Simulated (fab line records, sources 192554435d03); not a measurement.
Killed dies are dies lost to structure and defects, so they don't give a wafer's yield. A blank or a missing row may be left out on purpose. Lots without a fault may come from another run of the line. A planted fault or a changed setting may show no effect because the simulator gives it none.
Chamber matching | flow n5_finfet | N5_HKMG_FIN_HK_ALD_01 on ald_hk-01: 4 sister chambers
The step deposits HfO2, target thk 1.6 nm, pulse time 3 s, purge time 3 s. 33 wafers are shown with their chamber, then 12 later ones without.

WAFERS WITH THEIR CHAMBER
wafer  | chamber | precursor_pulse_height_rel
L074.1 | 0       | 1.031
L074.3 | 2       | 0.979
L074.6 | 0       | 0.965
L075.1 | 2       | 1.030
L075.2 | 3       | 0.982
L075.3 | 0       | 0.979
L075.4 | 1       | 1.015
L075.5 | 0       | 1.013
L075.6 | 1       | 0.982
L077.2 | 3       | 1.009
L077.3 | 1       | 0.966
L077.5 | 0       | 1.007
L078.1 | 3       | 0.984
L078.2 | 1       | 0.990
L078.5 | 0       | 0.963
L080.1 | 1       | 0.989
L080.4 | 3       | 0.974
L080.5 | 0       | 1.005
L081.3 | 1       | 1.021
L081.5 | 3       | 1.004
L081.6 | 2       | 1.030
L082.1 | 1       | 1.022
L082.2 | 3       | 0.971
L082.5 | 3       | 0.987
L083.2 | 3       | 0.971
L083.3 | 0       | 0.987
L083.4 | 1       | 0.988
L084.1 | 1       | 0.973
L084.2 | 0       | 0.985
L084.3 | 2       | 1.024
L085.1 | 3       | 0.951
L085.2 | 0       | 1.032
L085.3 | 2       | 1.022

SIGNATURES (means of the wafers above)
reading                    | chamber 0 | chamber 1 | chamber 2 | chamber 3 | scatter within a chamber
precursor_pulse_height_rel | 0.99670   | 0.99400   | 1.01700   | 0.98144   | 0.0214
Rule: a wafer's distance from a chamber is the root of the sum, over the readings, of the square of ((its reading less the chamber's mean) divided by the reading's scatter). The wafer belongs to the nearest chamber; if the next one is less than 2 further off, it can't be placed. The scatter: the root of (the sum of the squares of (reading less its chamber's mean) over the shown wafers, divided by (wafers less chambers)).

WAFERS WITHOUT THEIR CHAMBER
wafer  | precursor_pulse_height_rel
L090.1 | 1.003
L090.3 | 1.025
L090.4 | 0.990
L091.1 | 0.968
L091.2 | 0.979
L091.6 | 1.006
L094.3 | 1.000
L094.4 | 0.985
L094.5 | 1.014
L095.1 | 0.993
L095.2 | 1.026
L095.6 | 1.000

WHICH CHAMBER EACH WENT THROUGH
wafer  | from the rows above               | in truth
L090.1 | can't be placed: 0 or 1 or 2 or 3 | 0
L090.3 | can't be placed: 2 or 0 or 1 or 3 | 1
L090.4 | can't be placed: 1 or 0 or 3 or 2 | 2
L091.1 | can't be placed: 3 or 1 or 0 or 2 | 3
L091.2 | can't be placed: 3 or 1 or 0 or 2 | 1
L091.6 | can't be placed: 0 or 2 or 1 or 3 | 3
L094.3 | can't be placed: 0 or 1 or 2 or 3 | 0
L094.4 | can't be placed: 3 or 1 or 0 or 2 | 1
L094.5 | can't be placed: 2 or 0 or 1 or 3 | 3
L095.1 | can't be placed: 1 or 0 or 3 or 2 | 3
L095.2 | can't be placed: 2 or 0 or 1 or 3 | 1
L095.6 | can't be placed: 0 or 1 or 2 or 3 | 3
Placed correctly: 0 of 12. Can't be placed from these rows: 12 (the true chamber is among the candidates in 12). Placed wrongly: 0.
